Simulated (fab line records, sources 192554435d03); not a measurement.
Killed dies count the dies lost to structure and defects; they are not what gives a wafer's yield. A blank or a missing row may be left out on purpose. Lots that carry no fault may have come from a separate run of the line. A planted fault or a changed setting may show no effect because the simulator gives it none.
fab line records	flow n5_finfet
record lots=5	wafers=15	last_day=18
route steps=1938 shown BEOL_M1@794 PASSIVATION@1936
lots untouched by any fault: they come from a run of this same line in which no faults occurred
start_h: the number of hours between the record's first day and the start of the first shown wafer of the lot	wait_h: how many hours have passed since the lot's step before this one	" the same as in the row above	L1.1+2: one row covering several wafers at once	- either no value or no given start	* or withheld: withheld	< > ~ a bound
route shown NAME@n: a module of which the file shows steps, and the number in the route of the first	usual: the fault-free wafers' mean and standard deviation	same: alike in all rows	chamber/n: place in a boat	sites: the reading at each site	_std_site: how widely they spread, as a standard deviation	_edge_site: outer sites' mean less inner sites'	radius_mm: how far each site lies from the wafer's centre	mask NAME#n: copy n	behind: the tool/chamber that last shaped the wafer	hold: reason for holding the lot/hours on hold/outcome of the hold	device: the transistor (n, p or np) that didn't switch	end of line: tests run on the same wafers once the route is complete	step lacking rows: just its recipe	killed: at the first sort, the dies lost to defects and structure; wafer yield is something else	map: per-die view of a wafer (x killed, . not killed, _ where there is no die)
set.NAME: the setting as run; set.NAME@STEP: as run at that earlier step	model.NAME: the simulator's own value behind a step, which no gauge read
certain route steps with their lots: each step a table, each wafer a row
services: the hour from which a tool's chamber was out of use, counted from the record's first day as start_h (under 0 if before that day), plus the number of hours and why
## steps
# step N5_BEOL_M1_ETCH_70
# recipe chemistry=N2/H2	target=SOC	target_depth_a=800	overetch_a=160	mask_material=SiARC	temp_c=40	time_s=120	ion_energy_ev=200	pressure_mtorr=30	source_w=840	bias_w=150	n2_flow_sccm=200	h2_flow_sccm=200
# usual drypump_motor_current_A=5.9/0.38	oes_product_au=0.60/0.068	rf_vpp_V=523.5/2.4	showerhead_plenum_p_Torr=2.53/0.084	throttle_valve_pct=17.91/0.26
# same time_s=120
lot.wafer	tool	chamber	start_h	wait_h	drypump_motor_current_A	oes_product_au	rf_hours_counter_h	rf_vpp_V	showerhead_plenum_p_Torr	throttle_valve_pct
L165.2	rie_diel-02	3	142.25	0.0	5.9	0.70	23	526.3	2.60	17.71
L165.4	"	1	"	"	5.9	0.58	136	523.2	2.55	18.12
L165.5	"	3	"	"	5.9	0.71	-	525.9	2.60	17.69
L174.1	rie_diel-04	3	189.12	0.0	5.4	0.64	63	525.4	2.59	17.64
L174.4	"	0	"	"	6.3	0.53	-	519.3	2.40	18.22
L174.5	"	1	"	"	5.8	0.52	-	521.8	2.51	18.15
L180.1	rie_diel-04	3	235.42	0.0	5.5	0.62	80	523.9	2.58	17.66
L180.2	"	1	"	"	5.8	0.52	263	521.8	2.51	18.16
L180.4	"	1	"	"	5.8	0.51	-	521.4	2.51	18.17
L182.3	rie_diel-06	3	259.78	0.0	5.9	0.63	92	521.7	2.47	18.29
L182.5	"	2	"	"	5.9	0.56	-	525.7	2.65	17.63
L182.6	"	3	"	"	5.9	0.63	-	522.5	2.47	18.28
L186.1	rie_diel-06	1	271.47	0.0	6.0	0.72	20	528.0	2.70	17.67
L186.3	"	0	"	"	5.9	0.65	57	525.1	2.58	17.39
L186.6	"	2	"	"	6.0	0.55	-	527.2	2.65	17.62
# step N5_BEOL_M1_STRIP_71
# recipe chemistry=N2/H2	temp_c=40	n2_flow_sccm=200	h2_flow_sccm=200	rf_frequency_hz=6e+07
# step N5_BEOL_M1_STRIP_78
# recipe chemistry=N2/H2	temp_c=40	n2_flow_sccm=200	h2_flow_sccm=200	rf_frequency_hz=6e+07
# step N5_BEOL_M1_VIA_ETCH_34
# recipe chemistry=C4F6/O2	target_depth_a=678	mask_material=SOC	pressure_mtorr=15	ion_energy_ev=250	taper_deg=4	time_s=64.4	source_w=350	bias_w=170	Ar_flow_sccm=300	C4F6_flow_sccm=10	O2_flow_sccm=10
# step N5_BEOL_M1_STRIP_83
# recipe chemistry=C4F6/O2	resist=SiARC	rf_frequency_hz=6e+07
# step N5_BEOL_M1_STRIP_36
# recipe chemistry=N2/H2	power_w=450	temp_c=40	pressure_mtorr=20	rf_frequency_hz=6e+07	overash_fraction=0.3	bias_power_w=7	h2_frac=0.5	n2_flow_sccm=200	h2_flow_sccm=200
# step N5_BEOL_M1_TRENCH_ETCH_37
# recipe chemistry=C4F6/O2	target_depth_a=552.07	target=SiOC	time_s=29	ion_energy_ev=250	pressure_mtorr=30	source_w=355	bias_w=185	Ar_flow_sccm=300	C4F6_flow_sccm=10	O2_flow_sccm=10
# step N5_BEOL_M1_ETCH_41
# recipe chemistry=CH3F/O2	target=SiCN	target_depth_a=319	taper_deg=2	time_s=57.8	ion_energy_ev=120	mask_material=TiN	pressure_mtorr=30	source_w=395	bias_w=75	Ar_flow_sccm=150	CH3F_flow_sccm=30	O2_flow_sccm=20
# step N5_BEOL_M1_STRIP_97
# recipe chemistry=N2/H2	time_s=10	power_w=450	temp_c=40	pressure_mtorr=20	rf_frequency_hz=6e+07	bias_power_w=7	n2_flow_sccm=200	h2_flow_sccm=200
# step N5_BEOL_M1_OCD_MEAS_38
# usual trench_depth_nm=54.2/1.3
lot.wafer	tool	chamber	start_h	wait_h	trench_depth_nm
L165.2	ocd-02	-	142.61	-	54.8
L165.4	"	-	"	"	54.0
L165.5	"	-	"	"	53.9
L174.1	ocd-02	-	189.48	-	56.6
L174.4	"	-	"	"	53.8
L174.5	"	-	"	"	53.7
L180.1	ocd-02	-	235.77	-	57.1
L180.2	"	-	"	"	53.4
L180.4	"	-	"	"	54.0
L182.3	ocd-02	-	260.14	-	54.2
L182.5	"	-	"	"	52.4
L182.6	"	-	"	"	53.8
L186.1	ocd-01	-	271.82	-	55.2
L186.3	"	-	"	"	55.9
L186.6	"	-	"	"	52.6
# step N5_BEOL_M1_HM_STRIP_39
# recipe chemistry=peroxide_tin_strip	material=TiN	target_depth_a=250	temp_c=50	time_s=158
# step N5_BEOL_M1_SRD_40
# recipe time_s=30	temp_c=23	rinse_liquid=diw	dry=ipa_marangoni
# step N5_BEOL_M1_PRECLEAN_42
# recipe chemistry=residue_remover	time_s=60	temp_c=40
# same time_s=60
lot.wafer	tool	chamber	start_h	wait_h
L165.2+4+5	wet_bench-03	1,5,7	142.70	0.0
L174.1+4+5	wet_bench-04	1,7,6	189.58	0.0
L180.1+2+4	wet_bench-03	5,3,4	235.87	0.0
L182.3+5+6	wet_bench-03	3,6,7	260.23	0.0
L186.1+3+6	wet_bench-04	2,6,1	271.92	0.0
# step N5_BEOL_M1_SRD_43
# recipe time_s=30	temp_c=23	rinse_liquid=diw	dry=ipa_marangoni
# step N5_BEOL_M1_CD_MEAS_35
# recipe target_cd_nm=18	target_cd_y_nm=21	polarity=opening
# usual cd_nm=18.1/0.37
lot.wafer	tool	chamber	start_h	wait_h	cd_nm
L165.2	cd_sem-01	-	142.76	0.0	18.1
L165.4	"	-	"	"	18.0
L165.5	"	-	"	"	18.0
L174.1	cd_sem-02	-	189.64	0.0	18.0
L174.4	"	-	"	"	17.1
L174.5	"	-	"	"	18.1
L180.1	cd_sem-01	-	235.93	0.0	18.0
L180.2	"	-	"	"	18.0
L180.4	"	-	"	"	17.9
L182.3	cd_sem-01	-	260.29	0.0	18.5
L182.5	"	-	"	"	18.5
L182.6	"	-	"	"	18.2
L186.1	cd_sem-01	-	271.97	0.0	17.9
L186.3	"	-	"	"	18.6
L186.6	"	-	"	"	17.5
# step N5_BEOL_M1_DEGAS_44
# recipe ambient=vacuum	temp_c=250	time_s=60
# step N5_BEOL_M1_PRE_CLEAN_45
# recipe gas=H2/He	time_s=30	temp_c=250
# step N5_BEOL_M1_ALD_84
# recipe material=TaN	target_thk_a=*	temp_c=275	ald_precursor_family=PDMAT	ald_co_reactant=NH3	pressure_torr=3	carrier_flow_sccm=1500	pulse_time_s=2	purge_time_s=3	co_reactant_purge_time_s=2	co_reactant_pulse_time_s=3	ald_cycles=30	precursor_vessel_temp_c=75	precursor_vessel_pressure_torr=26.25	precursor_vessel_carrier_sccm=1000
# usual heater_power_w=414/40	precursor_vessel_pressure_torr=26.25/0.051
lot.wafer	tool	chamber	start_h	wait_h	heater_power_w	precursor_vessel_pressure_torr
L165.2	ald_metal-02	2	143.29	0.1	447	26.25
L165.4	"	3	"	"	416	26.17
L165.5	"	2	"	"	441	26.32
L174.1	ald_metal-03	1	189.99	0.0	376	26.31
L174.4	"	1	"	"	369	26.29
L174.5	"	2	"	"	394	26.23
L180.1	ald_metal-03	2	239.10	0.3	403	26.28
L180.2	"	0	"	"	407	26.27
L180.4	"	3	"	"	415	26.16
L182.3	ald_metal-02	3	261.10	0.0	403	26.21
L182.5	"	2	"	"	457	26.23
L182.6	"	1	"	"	417	26.27
L186.1	ald_metal-04	2	273.95	0.1	486	26.25
L186.3	"	3	"	"	361	26.28
L186.6	"	1	"	"	492	26.24
# step N5_BEOL_M1_SURFACE_TREAT_85
# recipe gas=Ar	time_s=*	ion_energy_ev=*	ion_current_ma_cm2=0.5	pressure_mtorr=*	ar_flow_sccm=30
# step N5_BEOL_M1_CVD_47
# recipe material=Co	target_thk_a=30	temp_c=withheld	precursor=CCTBA/H2	pressure_torr=30	time_s=223.8
# step N5_BEOL_M1_SPUTTER_48
# recipe material=Cu	target_thk_a=45	temp_c=-20	chamber_pressure_pa=0.07	power_w=withheld	time_s=8.29
# step N5_BEOL_M1_ANNEAL_49
# recipe temp_c=400	time_s=240	ambient=vacuum
# step N5_BEOL_M1_SPUTTER_79
# recipe material=Cu	target_thk_a=45	temp_c=-20	chamber_pressure_pa=0.07	power_w=withheld	time_s=8.29
# step N5_BEOL_M1_ANNEAL_80
# recipe temp_c=400	time_s=240	ambient=vacuum
# step N5_BEOL_M1_SPUTTER_81
# recipe material=Cu	target_thk_a=45	temp_c=-20	chamber_pressure_pa=0.07	power_w=withheld	time_s=8.29
# step N5_BEOL_M1_ANNEAL_82
# recipe temp_c=400	time_s=240	ambient=vacuum
# usual heater_power_w=800/68
# same time_s=240
lot.wafer	tool	chamber	start_h	wait_h	heater_power_w
L165.2	pvd_sputter-01	-	147.84	0.0	776
L165.4	"	-	"	"	779
L165.5	"	-	"	"	859
L174.1	pvd_sputter-02	-	191.07	0.0	730
L174.4	"	-	"	"	918
L174.5	"	-	"	"	733
L180.1	pvd_sputter-03	-	240.35	0.0	693
L180.2	"	-	"	"	736
L180.4	"	-	"	"	807
L182.3	pvd_sputter-02	-	262.13	0.0	728
L182.5	"	-	"	"	956
L182.6	"	-	"	"	906
L186.1	pvd_sputter-01	-	274.99	0.0	799
L186.3	"	-	"	"	757
L186.6	"	-	"	"	797
# step N5_BEOL_M1_SPUTTER_86
# recipe material=Cu	target_thk_a=45	temp_c=-20	chamber_pressure_pa=0.07	power_w=withheld	time_s=8.29
# step N5_BEOL_M1_ANNEAL_87
# recipe temp_c=400	time_s=240	ambient=vacuum
# step N5_BEOL_M1_SPUTTER_88
# recipe material=Cu	target_thk_a=45	temp_c=-20	chamber_pressure_pa=0.07	power_w=withheld	time_s=8.29
# step N5_BEOL_M1_ANNEAL_89
# recipe temp_c=400	time_s=240	ambient=vacuum
# step N5_BEOL_M1_SPUTTER_90
# recipe material=Cu	target_thk_a=45	temp_c=-20	chamber_pressure_pa=0.07	power_w=withheld	time_s=8.29
# usual substrate_temp_c=-20.01/0.1	throttle_valve_pct=30.0/1
# same time_s=8.29
lot.wafer	tool	chamber	start_h	wait_h	substrate_temp_c	throttle_valve_pct
L165.2	pvd_sputter-01	-	148.42	0.1	-19.89	31.5
L165.4	"	-	"	"	-20.22	30.9
L165.5	"	-	"	"	-20.12	30.6
L174.1	pvd_sputter-02	-	191.65	0.1	-19.95	29.2
L174.4	"	-	"	"	-20.14	28.2
L174.5	"	-	"	"	-20.08	29.3
L180.1	pvd_sputter-03	-	240.93	0.1	-19.93	30.1
L180.2	"	-	"	"	-19.89	30.4
L180.4	"	-	"	"	-19.86	28.9
L182.3	pvd_sputter-02	-	262.71	0.1	-20.15	29.2
L182.5	"	-	"	"	-19.99	29.1
L182.6	"	-	"	"	-20.11	28.2
L186.1	pvd_sputter-01	-	275.57	0.1	-19.98	31.5
L186.3	"	-	"	"	-20.00	30.4
L186.6	"	-	"	"	-19.86	29.1
# step N5_BEOL_M1_ANNEAL_91
# recipe temp_c=400	time_s=240	ambient=vacuum
# step N5_BEOL_M1_SPUTTER_92
# recipe material=Cu	target_thk_a=45	temp_c=-20	chamber_pressure_pa=0.07	power_w=withheld	time_s=8.29
# usual substrate_temp_c=-19.98/0.093	throttle_valve_pct=30.0/1.1
# same time_s=8.29
lot.wafer	tool	chamber	start_h	wait_h	substrate_temp_c	throttle_valve_pct
L165.2	pvd_sputter-01	-	148.64	0.1	-19.89	31.7
L165.4	"	-	"	"	-20.00	30.7
L165.5	"	-	"	"	-19.75	30.7
L174.1	pvd_sputter-02	-	191.87	0.1	-19.91	29.4
L174.4	"	-	"	"	-19.88	28.1
L174.5	"	-	"	"	-19.89	29.4
L180.1	pvd_sputter-03	-	241.15	0.1	-19.78	30.4
L180.2	"	-	"	"	-19.89	30.4
L180.4	"	-	"	"	-20.03	28.8
L182.3	pvd_sputter-02	-	262.93	0.1	-20.02	29.0
L182.5	"	-	"	"	-19.83	28.9
L182.6	"	-	"	"	-20.08	28.2
L186.1	pvd_sputter-01	-	275.79	0.1	-20.02	31.9
L186.3	"	-	"	"	-20.07	30.8
L186.6	"	-	"	"	-19.76	29.5
# step N5_BEOL_M1_ANNEAL_93
# recipe temp_c=400	time_s=240	ambient=vacuum
# step N5_BEOL_M1_SPUTTER_94
# recipe material=Cu	target_thk_a=45	temp_c=-20	chamber_pressure_pa=0.07	power_w=withheld	time_s=8.29
# step N5_BEOL_M1_ANNEAL_95
# recipe temp_c=400	time_s=240	ambient=vacuum
# step N5_BEOL_M1_SPUTTER_96
# recipe material=Cu	target_thk_a=45	temp_c=-20	chamber_pressure_pa=0.07	power_w=withheld	time_s=8.29
# step N5_BEOL_M1_ECD_50
# recipe material=Cu	target_thk_a=3000
# step N5_BEOL_M1_ANNEAL_51
# recipe temp_c=225	time_s=90	ambient=N2
# step N5_BEOL_M1_CMP_52
# recipe stop_on=SiOC	t_overpolish_s=6.8	down_force_psi=1	platen_rpm=50	clearing_platen_down_force_psi=1.5	clearing_platen_rpm=50	post_cmp_clean=cu_alkaline	target_thk_nm=40	clearing_platen_pad_velocity_m_s=0.99484	pad_velocity_m_s=0.99484
# step N5_BEOL_M1_THK_MEAS_53
# recipe thk_meas_gauge=xrf	reads=Cu_of_BEOL_M1_ECD_50
# usual M1_THK=39.7/1.8
lot.wafer	tool	chamber	start_h	wait_h	M1_THK[nm]
L165.2	film_metro-01	-	150.19	-	35.4
L165.4	"	-	"	"	37.9
L165.5	"	-	"	"	39.1
L174.1	film_metro-01	-	193.09	-	37.8
L174.4	"	-	"	"	39.6
L174.5	"	-	"	"	41.8
L180.1	film_metro-01	-	242.39	-	38.0
L180.2	"	-	"	"	39.8
L180.4	"	-	"	"	39.4
L182.3	film_metro-02	-	264.16	-	42.8
L182.5	"	-	"	"	43.4
L182.6	"	-	"	"	42.7
L186.1	film_metro-02	-	277.29	-	39.1
L186.3	"	-	"	"	40.0
L186.6	"	-	"	"	41.5
# step N5_BEOL_M1_PRE_CLEAN_60
# recipe gas=NH3/H2	time_s=15	temp_c=*	rf_power_w=300
# step N5_PASSIVATION_PROBE_49
# usual defect_limited_yield=91.7/1.5	killed_at_M0_to_M3=32/10	killed_at_M4_up=14/5.3	killed_at_contacts=13/5.7	killed_at_front_end=37/10	killed_at_other=3.3/2.5	killed_dies=98/18	killed_open=65/13	killed_short=31/7.5	sort_bin_5_function=4.9/0.91	sort_bin_6_memory=3.1/0.71	sort_n_pass=1082/18	sort_yield_pct=91.7/1.5
# same gross_dies=1180	killed_at_back_side=0	sort_bin_4_leakage[%]=0	sort_bin_8_speed[%]=0
lot.wafer	tool	chamber	start_h	wait_h	defect_limited_yield[%]	killed_at_M0_to_M3	killed_at_M4_up	killed_at_contacts	killed_at_front_end	killed_at_other	killed_dies	killed_open	killed_short	sort_bin_5_function[%]	sort_bin_6_memory[%]	sort_n_pass	sort_yield_pct[%]
L165.2	prober-02	-	289.17	0.1	90.2	40	17	17	39	3	116	79	37	5.8	3.7	1064	90.2
L165.4	prober-02	-	289.27	0.2	87.6	54	15	13	60	4	146	97	45	6.5	5.1	1034	87.6
L165.5	prober-02	-	289.32	0.2	89.3	47	20	12	43	4	126	76	49	6.7	3.5	1054	89.3
L174.1	prober-01	-	342.40	0.0	93.2	36	9	10	14	11	80	52	28	4.1	2.5	1100	93.2
L174.4	prober-01	-	342.55	0.2	91.7	35	10	11	36	6	98	62	36	4.7	3.4	1082	91.7
L174.5	prober-01	-	342.60	0.2	82.2	145	9	9	40	7	210	58	28	11.3	4.2	970	82.2
L180.1	prober-02	-	394.27	0.0	90.8	29	27	15	38	0	109	75	32	5.4	3.5	1071	90.8
L182.3	prober-01	-	416.28	0.1	91.3	24	12	26	32	9	103	76	24	5.2	3.1	1077	91.3
# killed by level:class
L165.2 BEOL_M2:geometric_particle:open=16 MOL_CONTACT_COAG:geometric_particle:open=15 BEOL_M3:geometric_particle:open=9 FIN_SAQP:geometric_particle:short=8 STI_FIN_REVEAL:geometric_particle:open=6 GATE_CUT:geometric_particle:open=5 GATE_CUT:geometric_particle:short=5 BEOL_M4:geometric_particle:short=5
L165.4 STI_FIN_REVEAL:geometric_particle:open=21 DUMMY_GATE:geometric_particle:open=15 BEOL_M0_SAQP:geometric_particle:short=14 BEOL_M0_SAQP:geometric_particle:open=12 MOL_CONTACT_COAG:geometric_particle:open=11 FIN_SAQP:geometric_particle:open=7 BEOL_M0:geometric_particle:open=6 BEOL_M3:geometric_particle:open=6
L165.5 BEOL_M0_SAQP:geometric_particle:short=16 MOL_CONTACT_COAG:geometric_particle:open=11 FIN_SAQP:geometric_particle:open=9 BEOL_M2:geometric_particle:open=9 STI_FIN_REVEAL:geometric_particle:open=8 BEOL_M0_SAQP:geometric_particle:open=7 DUMMY_GATE:geometric_particle:open=6 BEOL_M3:geometric_particle:short=6
L174.1 BEOL_M0_SAQP:geometric_particle:open=16 BEOL_M0_SAQP:geometric_particle:short=11 MOL_CONTACT_COAG:geometric_particle:open=8 BEOL_M5:geometric_particle:open=5 FIN_SAQP:geometric_particle:open=4 GATE_CUT:geometric_particle:short=4 BEOL_M3:geometric_particle:open=4 MIM_BOT:geometric_particle:open=3
L174.4 FIN_SAQP:geometric_particle:open=16 BEOL_M0_SAQP:geometric_particle:short=15 BEOL_M0_SAQP:geometric_particle:open=14 MOL_CONTACT_COAG:geometric_particle:open=9 BEOL_M4:geometric_particle:open=6 BEOL_M3:geometric_particle:open=5 FIN_SAQP:geometric_particle:short=4 ILD0:geometric_particle:short=3
L174.5 BEOL_M1:unspecified=119 FIN_SAQP:geometric_particle:open=15 BEOL_M0_SAQP:geometric_particle:short=8 FIN_SAQP:geometric_particle:short=7 MOL_CONTACT_COAG:geometric_particle:open=7 BEOL_M0_SAQP:geometric_particle:open=7 STI_FIN_REVEAL:geometric_particle:open=4 BEOL_M2:geometric_particle:open=4
L180.1 MOL_CONTACT_COAG:geometric_particle:open=14 FIN_SAQP:geometric_particle:open=10 BEOL_M4:geometric_particle:open=10 BEOL_M0_SAQP:geometric_particle:short=8 BEOL_M5:geometric_particle:open=7 BEOL_M0_SAQP:geometric_particle:open=6 BEOL_M1:geometric_particle:open=6 FIN_SAQP:geometric_particle:short=5
L182.3 MOL_CONTACT_COAG:geometric_particle:open=21 STI_FIN_REVEAL:geometric_particle:open=12 FIN_SAQP:geometric_particle:open=6 BEOL_M0_SAQP:geometric_particle:open=6 MOL_CONTACT_COAG:geometric_particle:short=5 BEOL_M0_SAQP:geometric_particle:short=5 BEOL_M1:geometric_particle:open=5 BEOL_M2:geometric_particle:open=5
# map L174.5 (x killed, . not)
_________________...x........________________
______________..........x......._____________
___________...x.x.....x...........x__________
__________.............x............_________
________..............xx.....x.x......_______
_______........x.......................______
______....................x.x..........._____
_____.....x......x.....x..x..............____
____.................x....................___
___........x.....x.....x...........x.......__
___..............................x.........__
__..x....xx.....xx.................xx......x_
__........x.........x.x.......x..xxxxxx.x..._
_....x.....................xx.x.x.xxxxxxxx...
_.x.................xxx......xxxxxxxxxxx.....
_......................x..xxxxxxxxxxxxxxxx...
_.x...x.....................xxxxxxxxxxxxx.x..
_............................xxxxxxxxxxxxx...
_......x...................x.xxxxxxxxxxxxx...
_.x....x...............xx.x..xxxxxxxxx.xxx...
_......................x.....xxxxxxxxxx......
__........x...x.x...x.......x...xxxxxxxxxx.x_
__.......x...........x..........x...xx......_
___......x....xx..x..x..........x.xx.......__
___........................................__
____....................x...x.............___
_____.....xx...x.............x..x........____
______.x...x............xx.............._____
_______x..x....x............x..........______
________.......x..x..................x_______
__________.........................._________
___________x...................x...__________
______________.................._____________
_________________......x.....________________
# map L186.6 (x killed, . not)
_________________............________________
______________..x.xx..x........._____________
___________...x.....x.......x......__________
__________x........x................_________
________........x.............x......._______
_______..x.......xx....................______
______.................x.x.......x.x...._____
_____.x...........................x.xx.x.____
____.............x.........x..............___
___.....x.........x.......x............x...__
___....x...x.x.............................__
__.....x...x.....x.....x.............x...xx._
__.....x..........................xx........_
_.....x.....x.....x..........xx.......x.x....
_.x....x......x.........x.............x......
_............x...............................
_.........x...............x.......x..........
_.......x.x..................................
_...x...........x............................
_................x...........................
_.......................x.x.................x
__........x.........x......................._
__.........................................._
___...................xx..x....x...........__
___.....x..x........x......................__
____.xx.......x...........................___
_____.....x.................x............____
______...x......x......................._____
_______........x..................x....______
________.............................x_______
__________.......x.x....x.....x..x.._________
___________........................__________
______________x...x.....x......._____________
_________________...xx.......________________
## services
tool	chamber	start_h	hours	kind
ald_metal-03	-	134.31	1.2	repair
pvd_sputter-02	-	134.88	1.1	repair
ald_metal-03	3	155.03	46.2	repair
rie_diel-02	2	161.44	8.3	repair
rie_diel-06	1	180.43	-	clean
rie_diel-06	1	180.43	-	consumable_replace:focus_ring
rie_diel-06	1	180.43	-	consumable_replace:showerhead
rie_diel-06	1	180.43	19.7	scheduled_down
rie_diel-06	1	180.43	19.7	vent_cycle
rie_diel-02	1	183.49	5.8	repair
ald_metal-02	-	189.77	3.0	repair
rie_diel-02	-	199.34	2.8	pm
wet_bench-04	-	200.59	1.3	repair
ald_metal-03	2	200.89	24.1	repair
ald_metal-02	3	221.47	8.5	repair
ald_metal-04	-	227.14	14.6	pm
rie_diel-04	0	228.92	-	clean
rie_diel-04	0	228.92	-	consumable_replace:focus_ring
rie_diel-04	0	228.92	-	consumable_replace:showerhead
rie_diel-04	0	228.92	27.6	scheduled_down
rie_diel-04	0	228.92	27.6	vent_cycle
rie_diel-04	1	256.49	-	clean
rie_diel-04	1	256.49	-	consumable_replace:focus_ring
rie_diel-06	1	256.96	4.2	repair
## key
first_sign step=N5_PASSIVATION_PROBE_49	reading=killed_at_M0_to_M3	direction=up	sigmas=11	usual=32	struck=145
effect step=N5_PASSIVATION_PROBE_49	reading=killed_dies	direction=up	sigmas=6.4	usual=98	struck=210
more_kills_born_at N5_BEOL_M1_PRECLEAN_42@wet_bench-04=119
met_at N5_BEOL_M1_PRECLEAN_42
struck_wafers L174.5
fault kind=chamber_particle_source	tool=wet_bench-04	chamber=6	onset_h=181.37	steps=N5_BEOL_M1_PRECLEAN_42	rate_per_visit_cm2=0.79038	end_h=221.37
